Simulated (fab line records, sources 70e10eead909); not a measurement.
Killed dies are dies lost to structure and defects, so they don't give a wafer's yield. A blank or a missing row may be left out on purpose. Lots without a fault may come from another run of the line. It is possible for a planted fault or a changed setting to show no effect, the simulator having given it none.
Which tool is to blame?    flow nand_harc    Sampling: 7 lots, 21 wafers, 3 of 1302 route steps

WHAT THE GAUGES SHOWED, per wafer
NHARC_A_ONON_D2_THK_MEAS_21: measures by ellipsometry.
lot   measured      on             thk_nm (nm)
L350  day 14 01:42  film_metro-02  992 993 992
L352  day 14 21:15  film_metro-02  979 979 981
L358  day 17 04:13  film_metro-02  936 934 934
L365  day 20 05:07  film_metro-01  1006 1006 1007
L367  day 20 22:07  film_metro-01  997 998 998
L369  day 21 17:32  film_metro-02  993 994 994
L370  day 22 06:58  film_metro-02  1002 1002 999

TOOL THAT RAN EACH LOT (tool first, then ch and the chambers of the sampled wafers, then the start)
lot   NHARC_A_CHANNEL_FILL_D1_STRIP_29               NHARC_A_ONON_D2_DEP_19
L350  rie_diel-10 ch 0,3, day 14 01:19 or earlier    pecvd_onon-03 ch 0, day 14 01:19
L352  rie_diel-01 ch 1,3, day 12 09:50               pecvd_onon-03 ch 0, day 14 20:44
L358  rie_diel-02 ch 0,1, day 17 03:46 or earlier    pecvd_onon-03 ch 0, day 17 03:46
L365  rie_diel-01 ch 0,1,2, day 20 04:39 or earlier  pecvd_onon-03 ch 0, day 20 04:39
L367  rie_diel-01 ch 2,3, day 20 21:37 or earlier    pecvd_onon-02 ch 0, day 20 21:37
L369  rie_diel-02 ch 0,1,2, day 21 17:01 or earlier  pecvd_onon-01 ch 0, day 21 17:01
L370  rie_diel-01 ch 1,2,3, day 22 06:27 or earlier  pecvd_onon-02 ch 0, day 22 06:27
- NHARC_A_CHANNEL_FILL_D1_STRIP_29: strips in O2, time 20 s.
- NHARC_A_ONON_D2_DEP_19: target thk 1000 nm.

THE ANSWER, worked out from the rows above alone
Rule: the lots themselves supply what counts as usual. Put in order of their means at a reading, lots are off if they are a third of the lots or fewer, leave a main group of 4 or more, and stand apart from it by a gap of 3 or more times the standard deviation of the main group's means; of several such gaps the widest counts. If all means in a main group match to the digits the tables above print for the reading, that group is not used. Also off: a lot with no number at a reading for which 4 or more lots have one. Any other lot the step has rows for is counted as sound.
Off, at NHARC_A_ONON_D2_THK_MEAS_21 on thk_nm: L358. Mean 995 nm and standard deviation 8.3 in the main group.
A tool fits if, at a process step before that reading, it ran every lot that is off, and no sound lot after the first of them. Those tools and the gauges at NHARC_A_ONON_D2_THK_MEAS_21 are tried in the same way. With no start given for some of its lots, NHARC_A_CHANNEL_FILL_D1_STRIP_29 uses the hours and lot order of NHARC_A_ONON_D2_DEP_19. Not one of the candidates tried fits.

WHAT THE SIMULATOR HAD INSERTED
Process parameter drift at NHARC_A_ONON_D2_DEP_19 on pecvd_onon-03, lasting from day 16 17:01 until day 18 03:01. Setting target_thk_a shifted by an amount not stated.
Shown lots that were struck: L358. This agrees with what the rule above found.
